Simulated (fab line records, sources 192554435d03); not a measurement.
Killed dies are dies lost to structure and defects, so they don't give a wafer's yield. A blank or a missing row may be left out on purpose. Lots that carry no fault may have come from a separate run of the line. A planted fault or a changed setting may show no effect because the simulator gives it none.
fab line records -- flow n5Finfet
record lots=5, wafers=15, lastDay=18
route steps=1938 shown BEOL_M5@1192 BEOL_M6@1194
lots that met no fault: from a run of the same line without faults
startH: hours from the record's first day to the start of the lot's first wafer shown -- waitH: time in hours since the lot's previous step -- " same as the row above -- L1.1+2: a row that stands for several wafers -- - no value, or no start given -- * or withheld: withheld -- < > ~ a bound
route shown NAME@n: names a module that has steps shown in the file, with the first one's number in the route -- usual: average and standard deviation across the fault-free wafers -- same: alike in all rows -- chamber/n: place in a boat -- sites: the reading at each site -- _std_site: how widely they spread, as a standard deviation -- _edge_site: the outer-site mean with the inner-site mean subtracted -- radiusMm: for every site, how far away it sits from the centre of the wafer -- mask NAME#n: copy n -- behind: the most recent tool/chamber to have shaped the wafer -- hold: why the lot went on hold/how many hours it stayed there/how the hold came to an end -- device: names the non-switching transistor (n, p or np) -- end of line: at the end of the route, the tests of the same wafers -- a step without rows: its recipe alone -- killed: at the first sort, the dies lost to defects and structure; wafer yield is something else -- map: a wafer's dies, x killed, . not, _ none there
set.NAME: setting as actually run; set.NAME@STEP: the setting as run at that earlier step -- model.NAME: the simulator's own value behind a step, which no gauge read
lots at selected steps of the route; one table per step, one row per wafer
services: a tool's chamber out of use, with start hour (startH, from the record's first day; less than 0 if before it), hours out, and reason
## steps
# step N5_BEOL_M5_RS_MEAS_57
# recipe thkMeasGauge=four-point-probe, reads=Co_of_BEOL_M5_CO_CAP_78+Cu_of_BEOL_M5_ECD_50+Co_of_BEOL_M5_CVD_47+TaN_of_BEOL_M5_ALD_86
# usual M5_RS=0.383/0.014
lot.wafer,tool,chamber,startH,waitH,M5_RS[ohm/sq]
L904.2,filmMetro-01,-,200.07,0.1,0.375
L904.3,filmMetro-01,-,200.07,0.1,0.385
L904.6,filmMetro-01,-,200.07,0.1,0.372
L905.2,filmMetro-01,-,200.18,0.1,0.371
L905.4,filmMetro-01,-,200.18,0.1,0.378
L905.6,filmMetro-01,-,200.18,0.1,0.360
L913.2,filmMetro-01,-,270.32,0.1,0.378
L913.5,filmMetro-01,-,270.32,0.1,0.373
L913.6,filmMetro-01,-,270.32,0.1,0.346
L922.2,filmMetro-02,-,324.45,0.1,0.392
L922.3,filmMetro-02,-,324.45,0.1,0.372
L922.5,filmMetro-02,-,324.45,0.1,0.379
L923.1,filmMetro-02,-,327.10,0.0,0.410
L923.5,filmMetro-02,-,327.10,0.0,0.411
L923.6,filmMetro-02,-,327.10,0.0,0.410
# step N5_BEOL_M5_INSPECT_58
# recipe inspectInstrument=darkfield, mode=postDep
# usual rawDefectCount=72/24
lot.wafer,tool,chamber,startH,waitH,rawDefectCount
L904.2,defectInspect-01,-,200.10,0.0,109
L904.3,defectInspect-01,-,200.10,0.0,112
L904.6,defectInspect-01,-,200.10,0.0,52
L905.2,defectInspect-02,-,200.20,0.0,61
L905.4,defectInspect-02,-,200.20,0.0,46
L905.6,defectInspect-02,-,200.20,0.0,68
L913.2,defectInspect-02,-,270.35,0.0,34
L913.5,defectInspect-02,-,270.35,0.0,49
L913.6,defectInspect-02,-,270.35,0.0,56
L922.2,defectInspect-01,-,324.48,0.0,132
L922.3,defectInspect-01,-,324.48,0.0,93
L922.5,defectInspect-01,-,324.48,0.0,107
L923.1,defectInspect-02,-,327.13,0.0,41
L923.5,defectInspect-02,-,327.13,0.0,61
L923.6,defectInspect-02,-,327.13,0.0,93
# step N5_BEOL_M6_ILD_DEP_00
# recipe material=SiCOH_lowk, targetThkA=1797.5, tempC=300, precursor=DEMS/porogen, pressureTorr=5, rfW=500, timeS=33.4
# step N5_BEOL_M6_CURE_74
# recipe tempC=385, timeS=240, ambient=He/Ar, material=SiCOH_lowk
# usual lampPowerPct=52.31/0.056, wafer_temp_C_max=386.9/0.8
lot.wafer,tool,chamber,startH,waitH,lampPowerPct,wafer_temp_C_max
L904.2,uvCure-03,2,200.39,0.2,52.33,386.3
L904.3,uvCure-03,2,200.39,0.2,52.31,385.8
L904.6,uvCure-03,2,200.39,0.2,52.34,385.5
L905.2,uvCure-02,1,200.51,0.3,52.28,387.0
L905.4,uvCure-02,1,200.51,0.3,52.44,387.1
L905.6,uvCure-02,1,200.51,0.3,52.25,387.2
L913.2,uvCure-03,2,270.53,0.1,52.27,385.2
L913.5,uvCure-03,2,270.53,0.1,52.27,386.0
L913.6,uvCure-03,2,270.53,0.1,52.31,386.1
L922.2,uvCure-01,2,324.66,0.1,52.33,387.9
L922.3,uvCure-01,2,324.66,0.1,52.39,387.2
L922.5,uvCure-01,2,324.66,0.1,52.33,387.4
L923.1,uvCure-03,1,327.23,0.0,52.29,385.4
L923.5,uvCure-03,1,327.23,0.0,52.44,385.6
L923.6,uvCure-03,1,327.23,0.0,52.32,386.2
# step N5_BEOL_M6_THK_MEAS_01
# recipe reads=SiCOH_lowk_of_BEOL_M6_ILD_DEP_00
# usual M6_ILD_THK=155.2/2.3
lot.wafer,tool,chamber,startH,waitH,M6_ILD_THK[nm]
L904.2,filmMetro-02,-,200.82,0.4,156.2
L904.3,filmMetro-02,-,200.82,0.4,154.1
L904.6,filmMetro-02,-,200.82,0.4,159.3
L905.2,filmMetro-02,-,200.94,0.4,150.4
L905.4,filmMetro-02,-,200.94,0.4,154.8
L905.6,filmMetro-02,-,200.94,0.4,151.8
L913.2,filmMetro-01,-,270.97,0.4,157.4
L913.5,filmMetro-01,-,270.97,0.4,154.7
L913.6,filmMetro-01,-,270.97,0.4,161.3
L922.2,filmMetro-01,-,325.09,0.4,150.1
L922.3,filmMetro-01,-,325.09,0.4,155.8
L922.5,filmMetro-01,-,325.09,0.4,156.9
L923.1,filmMetro-01,-,327.74,0.4,157.4
L923.5,filmMetro-01,-,327.74,0.4,158.0
L923.6,filmMetro-01,-,327.74,0.4,158.3
# step N5_BEOL_M6_PECVD_70
# recipe material=SiO2, targetThkA=200, tempC=400, precursor=TEOS/O2, pressureTorr=5.5, rfW=450, teosFlowSccm=53.8, gas=O2, flowSccm=3000, timeS=22.7
# usual heaterPowerW=668/120, showerheadPlenumPTorr=8.78/0.052, throttleValvePct=22.5/1.5
lot.wafer,tool,chamber,startH,waitH,heaterPowerW,showerheadPlenumPTorr,throttleValvePct
L904.2,pecvd-03,2,200.86,0.0,640,8.75,22.2
L904.3,pecvd-03,1,200.86,0.0,808,8.87,22.8
L904.6,pecvd-03,0,200.86,0.0,1007,8.77,22.9
L905.2,pecvd-04,1,200.98,0.0,513,8.80,22.7
L905.4,pecvd-04,0,200.98,0.0,659,8.68,24.6
L905.6,pecvd-04,2,200.98,0.0,661,8.80,23.3
L913.2,pecvd-01,1,271.01,0.0,645,8.84,23.9
L913.5,pecvd-01,1,271.01,0.0,644,8.83,23.8
L913.6,pecvd-01,2,271.01,0.0,651,8.82,20.0
L922.2,pecvd-03,2,325.13,0.0,631,8.76,22.7
L922.3,pecvd-03,0,325.13,0.0,972,8.77,23.3
L922.5,pecvd-03,1,325.13,0.0,698,8.87,22.6
L923.1,pecvd-04,2,327.78,0.0,646,8.78,19.6
L923.5,pecvd-04,1,327.78,0.0,568,8.79,22.7
L923.6,pecvd-04,0,327.78,0.0,601,8.73,25.0
# step N5_BEOL_M6_HM_DEP_02
# recipe material=TiN, targetThkA=200, tempC=25, chamberPressurePa=0.49996
# usual throttleValvePct=29.9/0.95
lot.wafer,tool,chamber,startH,waitH,throttleValvePct
L904.2,pvdSputter-02,-,201.96,1.1,29.8
L904.3,pvdSputter-02,-,201.96,1.1,29.6
L904.6,pvdSputter-02,-,201.96,1.1,29.0
L905.2,pvdSputter-02,-,202.06,1.1,28.6
L905.4,pvdSputter-02,-,202.06,1.1,31.2
L905.6,pvdSputter-02,-,202.06,1.1,28.8
L913.2,pvdSputter-01,-,272.71,1.7,29.7
L913.5,pvdSputter-01,-,272.71,1.7,29.3
L913.6,pvdSputter-01,-,272.71,1.7,29.8
L922.2,pvdSputter-03,-,325.70,0.6,28.4
L922.3,pvdSputter-03,-,325.70,0.6,31.9
L922.5,pvdSputter-03,-,325.70,0.6,29.7
L923.1,pvdSputter-01,-,329.60,1.8,29.4
L923.5,pvdSputter-01,-,329.60,1.8,31.1
L923.6,pvdSputter-01,-,329.60,1.8,29.9
# step N5_BEOL_M6_COAT_59
# recipe resist=SOC, tempC=250, timeS=60, spinRpm=1500, resistThkNm=100
# step N5_BEOL_M6_COAT_60
# recipe resist=SiARC, tempC=220, timeS=60, spinRpm=1500, resistThkNm=35
# step N5_BEOL_M6_COAT_05
# recipe resist=CAR-ArF, spinRpm=1500, resistThkNm=90
# step N5_BEOL_M6_EBR_07
# recipe solvent=PGMEA, ebrWidthMm=1.5
# step N5_BEOL_M6_SOFTBAKE_06
# recipe tempC=110, timeS=60, resist=CAR-ArF
# step N5_BEOL_M6_EXPOSE_08
# recipe maskId=M6, na=1.35, sourceShape=dipole, sigmaInner=0.817, sigmaOuter=0.97, polarization=te, doseMj=68.25
# usual exposureDoseMJCm2=68.21/0.064
lot.wafer,tool,chamber,startH,waitH,mask,exposureDoseMJCm2
L904.2,arfiScanner-01,0,202.21,-,M6#0,68.29
L904.3,arfiScanner-01,0,202.21,-,M6#0,68.35
L904.6,arfiScanner-01,0,202.21,-,M6#0,68.24
L905.2,arfiScanner-03,0,202.43,-,M6#0,68.15
L905.4,arfiScanner-03,0,202.43,-,M6#0,68.13
L905.6,arfiScanner-03,0,202.43,-,M6#0,68.09
L913.2,arfiScanner-03,0,273.09,-,M6#0,68.19
L913.5,arfiScanner-03,0,273.09,-,M6#0,68.11
L913.6,arfiScanner-03,0,273.09,-,M6#0,68.20
L922.2,arfiScanner-02,0,326.07,-,M6#0,68.22
L922.3,arfiScanner-02,0,326.07,-,M6#0,68.16
L922.5,arfiScanner-02,0,326.07,-,M6#0,68.22
L923.1,arfiScanner-02,0,329.85,-,M6#0,68.22
L923.5,arfiScanner-02,0,329.85,-,M6#0,68.20
L923.6,arfiScanner-02,0,329.85,-,M6#0,68.25
# step N5_BEOL_M6_PEB_09
# recipe pebTempC=withheld, pebTimeS=60, resist=CAR-ArF
# step N5_BEOL_M6_DEVELOP_10
# recipe developTimeS=30, developer=TMAH, resist=CAR-ArF, rinseLiquid=diw, dry=airSpin, devTempC=23
# step N5_BEOL_M6_CD_MEAS_11
# recipe targetCdNm=38.5, landingEnergyEv=500, detector=seInlens, polarity=opening
# usual cdNm=38.2/0.57
lot.wafer,tool,chamber,startH,waitH,cdNm
L904.2,cdSem-01,0,202.33,-,38.4
L904.3,cdSem-01,0,202.33,-,38.0
L904.6,cdSem-01,0,202.33,-,38.0
L905.2,cdSem-02,0,202.55,-,37.6
L905.4,cdSem-02,0,202.55,-,38.2
L905.6,cdSem-02,0,202.55,-,38.6
L913.2,cdSem-03,0,273.21,-,38.5
L913.5,cdSem-03,0,273.21,-,38.9
L913.6,cdSem-03,0,273.21,-,37.5
L922.2,cdSem-03,0,326.20,-,39.0
L922.3,cdSem-03,0,326.20,-,38.5
L922.5,cdSem-03,0,326.20,-,38.0
L923.1,cdSem-02,0,329.98,-,38.0
L923.5,cdSem-02,0,329.98,-,37.8
L923.6,cdSem-02,0,329.98,-,38.3
# step N5_BEOL_M6_OVL_MEAS_12
# recipe pointsPerWafer=44
# usual M6_OVL=0.2/0.83
lot.wafer,tool,chamber,startH,waitH,M6_OVL[nm]
L904.2,overlay-02,0,202.36,0.0,0.0
L904.3,overlay-02,0,202.36,0.0,1.7
L904.6,overlay-02,0,202.36,0.0,1.4
L905.2,overlay-01,0,202.58,0.0,0.1
L905.4,overlay-01,0,202.58,0.0,0.1
L905.6,overlay-01,0,202.58,0.0,-1.6
L913.2,overlay-01,0,273.24,0.0,0.8
L913.5,overlay-01,0,273.24,0.0,-0.4
L913.6,overlay-01,0,273.24,0.0,2.4
L922.2,overlay-01,0,326.22,0.0,0.6
L922.3,overlay-01,0,326.22,0.0,0.0
L922.5,overlay-01,0,326.22,0.0,-0.2
L923.1,overlay-02,0,330.01,0.0,0.0
L923.5,overlay-02,0,330.01,0.0,-0.2
L923.6,overlay-02,0,330.01,0.0,0.4
# step N5_BEOL_M6_INSPECT_13
# recipe mode=adi, inspectInstrument=brightfield
# usual rawDefectCount=430/120
lot.wafer,tool,chamber,startH,waitH,rawDefectCount
L904.2,defectInspect-01,-,202.38,0.0,550
L904.3,defectInspect-01,-,202.38,0.0,622
L904.6,defectInspect-01,-,202.38,0.0,515
L905.2,defectInspect-01,-,202.61,0.0,612
L905.4,defectInspect-01,-,202.61,0.0,454
L905.6,defectInspect-01,-,202.61,0.0,396
L913.2,defectInspect-01,-,273.26,0.0,431
L913.5,defectInspect-01,-,273.26,0.0,324
L913.6,defectInspect-01,-,273.26,0.0,408
L922.2,defectInspect-01,-,326.25,0.0,537
L922.3,defectInspect-01,-,326.25,0.0,542
L922.5,defectInspect-01,-,326.25,0.0,596
L923.1,defectInspect-01,-,330.03,0.0,365
L923.5,defectInspect-01,-,330.03,0.0,406
L923.6,defectInspect-01,-,330.03,0.0,432
# step N5_BEOL_M6_DESCUM_16
# recipe chemistry=O2, timeS=7.9, sourcePowerW=50, biasPowerW=20, pressureMtorr=20, rfFrequencyHz=2.712e+07, tempC=40, resist=CAR-ArF, o2FlowSccm=225
# usual drypumpMotorCurrentA=5.6/0.48, oesProductAu=0.82/0.08, rfVppV=243.5/1.5, showerheadPlenumPTorr=2.12/0.077, throttleValvePct=20.44/0.27
lot.wafer,tool,chamber,startH,waitH,drypumpMotorCurrentA,oesProductAu,rfHoursCounterH,rfVppV,showerheadPlenumPTorr,throttleValvePct
L904.2,rieDiel-03,0,202.42,0.0,5.5,0.73,190,240.6,1.98,20.87
L904.3,rieDiel-03,2,202.42,0.0,6.0,0.88,46,244.4,2.22,20.20
L904.6,rieDiel-03,3,202.42,0.0,5.4,0.79,-,243.2,2.20,20.42
L905.2,rieDiel-01,3,202.89,0.3,5.6,0.76,118,243.0,2.12,20.28
L905.4,rieDiel-01,1,202.89,0.3,5.1,0.67,233,243.6,2.15,20.89
L905.6,rieDiel-01,1,202.89,0.3,5.0,0.67,-,244.8,2.15,20.85
L913.2,rieDiel-05,1,273.32,0.1,5.6,0.75,150,239.9,2.04,20.75
L913.5,rieDiel-05,0,273.32,0.1,4.7,0.82,-,243.5,2.13,20.21
L913.6,rieDiel-05,1,273.32,0.1,5.6,0.74,-,242.3,2.04,20.76
L922.2,rieDiel-01,2,326.28,0.0,5.9,0.86,55,245.6,2.26,20.77
L922.3,rieDiel-01,3,326.28,0.0,5.6,0.73,165,242.3,2.10,20.35
L922.5,rieDiel-01,3,326.28,0.0,5.6,0.72,-,243.1,2.10,20.33
L923.1,rieDiel-03,1,330.06,0.0,5.0,0.84,52,246.0,2.19,20.20
L923.5,rieDiel-03,2,330.06,0.0,6.0,0.80,-,244.5,2.21,20.28
L923.6,rieDiel-03,1,330.06,0.0,5.0,0.85,-,245.9,2.19,20.21
# step N5_BEOL_M6_ETCH_61
# recipe chemistry=CF4, target=SiARC, targetDepthA=455, maskMaterial=CAR-ArF, timeS=75.8, ionEnergyEv=80, pressureMtorr=40, sourceW=545, biasW=36, Ar_flow_sccm=100, cf4FlowSccm=100, ends=cleared
# usual cf4FlowSccm=100.0/0.31, drypumpMotorCurrentA=5.6/0.47, etchRfOnTimeS=75.8/2.2, oesProductAu=0.70/0.07, rfVppV=184.2/1.3, showerheadPlenumPTorr=2.16/0.076, throttleValvePct=15.56/0.23
lot.wafer,tool,chamber,startH,waitH,cf4FlowSccm,drypumpMotorCurrentA,etchRfOnTimeS,oesProductAu,rfHoursCounterH,rfVppV,showerheadPlenumPTorr,throttleValvePct,model.BEOL_M6.cdOffsetNm
L904.2,rieDiel-03,0,202.45,0.0,99.9,5.5,78.8,0.60,190,181.3,2.05,16.03,-0.2
L904.3,rieDiel-03,2,202.45,0.0,99.8,6.0,72.6,0.76,46,185.6,2.26,15.32,-0.4
L904.6,rieDiel-03,3,202.45,0.0,100.0,5.4,80.7,0.67,-,186.0,2.24,15.53,-0.2
L905.2,rieDiel-01,3,202.92,0.0,99.8,5.6,77.4,0.66,118,185.7,2.15,15.38,-0.8
L905.4,rieDiel-01,1,202.92,0.0,99.7,5.0,75.3,0.59,233,184.1,2.21,16.03,-0.8
L905.6,rieDiel-01,1,202.92,0.0,100.0,5.0,75.5,0.59,-,184.0,2.21,16.02,-0.2
L913.2,rieDiel-05,1,273.35,0.0,99.6,5.6,76.6,0.65,150,182.2,2.06,15.77,0
L913.5,rieDiel-05,0,273.35,0.0,99.9,4.7,75.4,0.70,-,185.2,2.17,15.37,0.6
L913.6,rieDiel-05,1,273.35,0.0,99.4,5.6,77.1,0.65,-,183.2,2.06,15.75,-1
L922.2,rieDiel-01,2,326.32,0.0,99.4,5.9,74.9,0.73,55,184.6,2.26,15.69,0
L922.3,rieDiel-01,3,326.32,0.0,100.4,5.6,77.1,0.62,165,183.7,2.13,15.47,0
L922.5,rieDiel-01,3,326.32,0.0,100.2,5.6,78.5,0.62,-,184.0,2.13,15.45,-0.8
L923.1,rieDiel-03,1,330.10,0.0,100.4,5.0,73.3,0.73,52,184.3,2.26,15.55,-0.4
L923.5,rieDiel-03,2,330.10,0.0,99.6,6.0,73.6,0.70,-,184.8,2.25,15.41,-0.6
L923.6,rieDiel-03,1,330.10,0.0,99.9,5.0,73.0,0.73,-,184.9,2.27,15.56,-0.6
# step N5_BEOL_M6_ETCH_62
# recipe chemistry=N2/H2, target=SOC, targetDepthA=1100, overetchA=220, maskMaterial=SiARC, tempC=40, timeS=165, ionEnergyEv=200, pressureMtorr=30, sourceW=840, biasW=150, n2FlowSccm=200, h2FlowSccm=200
# step N5_BEOL_M6_STRIP_68
# recipe chemistry=N2/H2, tempC=40, n2FlowSccm=200, h2FlowSccm=200, rfFrequencyHz=6e+07
# step N5_BEOL_M6_STRIP_67
# recipe chemistry=CF4, resist=SiARC, powerW=300, biasPowerW=75, pressureMtorr=50, cf4FlowSccm=150, rfFrequencyHz=6e+07
# step N5_BEOL_M6_HM_OPEN_17
# recipe chemistry=Cl2/BCl3, targetDepthA=200, overetchA=60, target=TiN, maskMaterial=SOC, ionEnergyEv=150, pressureMtorr=10, icpW=1000, biasW=126, Cl2_flow_sccm=53.25, bcl3FlowSccm=21.75, Ar_flow_sccm=25
# usual drypumpMotorCurrentA=5.8/0.59, oesProductAu=0.67/0.099, throttleValvePct=22.07/0.22
lot.wafer,tool,chamber,startH,waitH,drypumpMotorCurrentA,oesProductAu,rfHoursCounterH,throttleValvePct,model.BEOL_M6.cdOffsetNm
L904.2,rieMetal-01,1,202.69,0.0,5.8,0.68,39,21.84,-0.2
L904.3,rieMetal-01,0,202.69,0.0,4.8,0.56,-,21.97,-0.2
L904.6,rieMetal-01,0,202.69,0.0,4.8,0.55,-,21.96,0
L905.2,rieMetal-01,0,203.17,0.0,4.8,0.56,108,21.96,-0.4
L905.4,rieMetal-01,1,203.17,0.0,5.8,0.67,-,21.83,0
L905.6,rieMetal-01,0,203.17,0.0,4.8,0.56,-,21.97,0.2
L913.2,rieMetal-02,0,273.60,0.0,6.5,0.77,6,22.09,-0.2
L913.5,rieMetal-02,1,273.60,0.0,6.2,0.81,-,22.02,0.6
L913.6,rieMetal-02,0,273.60,0.0,6.5,0.78,-,22.09,-1.6
L922.2,rieMetal-02,1,326.56,0.0,6.2,0.76,7,22.04,-0.2
L922.3,rieMetal-02,1,326.56,0.0,6.2,0.76,-,22.01,0
L922.5,rieMetal-02,0,326.56,0.0,6.5,0.75,-,22.12,-0.8
L923.1,rieMetal-03,1,330.34,0.0,5.4,0.72,25,22.21,0
L923.5,rieMetal-03,0,330.34,0.0,5.9,0.55,-,22.77,-0.8
L923.6,rieMetal-03,1,330.34,0.0,5.4,0.72,-,22.23,-0.4
# step N5_BEOL_M6_STRIP_19
# recipe chemistry=O2, powerW=400, tempC=40, pressureMtorr=30, rfFrequencyHz=6e+07, biasPowerW=0, overashFraction=0.2, o2FlowSccm=225
# usual drypumpMotorCurrentA=5.6/0.43, oesProductAu=0.82/0.09, rfVppV=3.7/0.62, showerheadPlenumPTorr=2.14/0.075, throttleValvePct=16.70/0.24
lot.wafer,tool,chamber,startH,waitH,drypumpMotorCurrentA,oesProductAu,rfHoursCounterH,rfVppV,showerheadPlenumPTorr,throttleValvePct
L904.2,rieDiel-01,1,202.85,0.1,5.0,0.67,232,4.6,2.16,17.07
L904.3,rieDiel-01,3,202.85,0.1,5.6,0.76,118,4.2,2.12,16.54
L904.6,rieDiel-01,2,202.85,0.1,5.9,0.96,-,2.4,2.28,16.84
L905.2,rieDiel-05,0,203.28,0.1,4.7,0.87,48,4.2,2.14,16.42
L905.4,rieDiel-05,3,203.28,0.1,6.3,0.89,31,3.6,2.08,16.29
L905.6,rieDiel-05,3,203.28,0.1,6.3,0.91,-,3.8,2.08,16.30
L913.2,rieDiel-05,0,273.71,0.1,4.7,0.82,75,2.7,2.13,16.45
L913.5,rieDiel-05,3,273.71,0.1,6.3,0.85,-,2.7,2.07,16.34
L913.6,rieDiel-05,1,273.71,0.1,5.6,0.75,-,3.3,2.04,16.97
L922.2,rieDiel-01,0,326.67,0.1,5.8,0.84,65,4.4,2.13,16.73
L922.3,rieDiel-01,1,326.67,0.1,5.1,0.91,19,3.2,2.15,16.61
L922.5,rieDiel-01,1,326.67,0.1,5.0,0.91,-,3.2,2.15,16.62
L923.1,rieDiel-01,2,330.48,0.1,5.9,0.85,57,4.0,2.26,16.93
L923.5,rieDiel-01,0,330.48,0.1,5.8,0.83,-,4.7,2.13,16.72
L923.6,rieDiel-01,1,330.48,0.1,5.0,0.90,-,3.5,2.14,16.60
## services
tool,chamber,startH,hours,kind
arfiScanner-02,-,184.60,0.8,pm
arfiScanner-03,-,198.78,0.8,pm
arfiScanner-02,-,201.36,1.3,pm
arfiScanner-03,-,206.95,1.3,pm
pecvd-03,-,209.60,1.2,repair
uvCure-03,-,225.12,2.8,pm
rieDiel-01,3,233.35,4.4,repair
rieMetal-01,1,235.56,4.2,repair
pecvd-03,2,237.88,5.4,repair
arfiScanner-03,-,241.45,1.0,pm
uvCure-03,-,247.76,1.0,pm
rieDiel-05,2,248.24,5.7,repair
arfiScanner-02,-,253.23,4.9,pm
rieDiel-03,1,260.43,9.6,repair
arfiScanner-03,-,261.98,1.6,repair
arfiScanner-02,-,271.99,3.1,pm
rieDiel-03,3,273.20,6.0,repair
arfiScanner-02,-,277.35,1.0,pm
rieMetal-02,-,279.08,0.3,repair
rieDiel-05,-,280.28,28.1,pm
arfiScanner-03,-,285.77,1.0,pm
pecvd-04,1,302.38,10.1,repair
pecvd-03,2,309.52,7.6,repair
rieDiel-03,1,316.51,4.1,repair
## key
firstSign none at tools or gauges
modelEffect step=N5_BEOL_M6_ETCH_61, value=BEOL_M6.cdOffsetNm, without=0.2, struck=-1
modelEffect step=N5_BEOL_M6_HM_OPEN_17, value=BEOL_M6.cdOffsetNm, without=-0.4, struck=-1.6
metAt N5_BEOL_M6_EXPOSE_08
struckWafers L913.6
onsetBetween 202.43 273.09
fault kind=processParameterDrift, tool=arfiScanner-03, chamber=-, onsetH=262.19, steps=N5_BEOL_M6_EXPOSE_08, channel=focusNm, offset=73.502, shape=step, endH=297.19, scope=struckWafersOnly
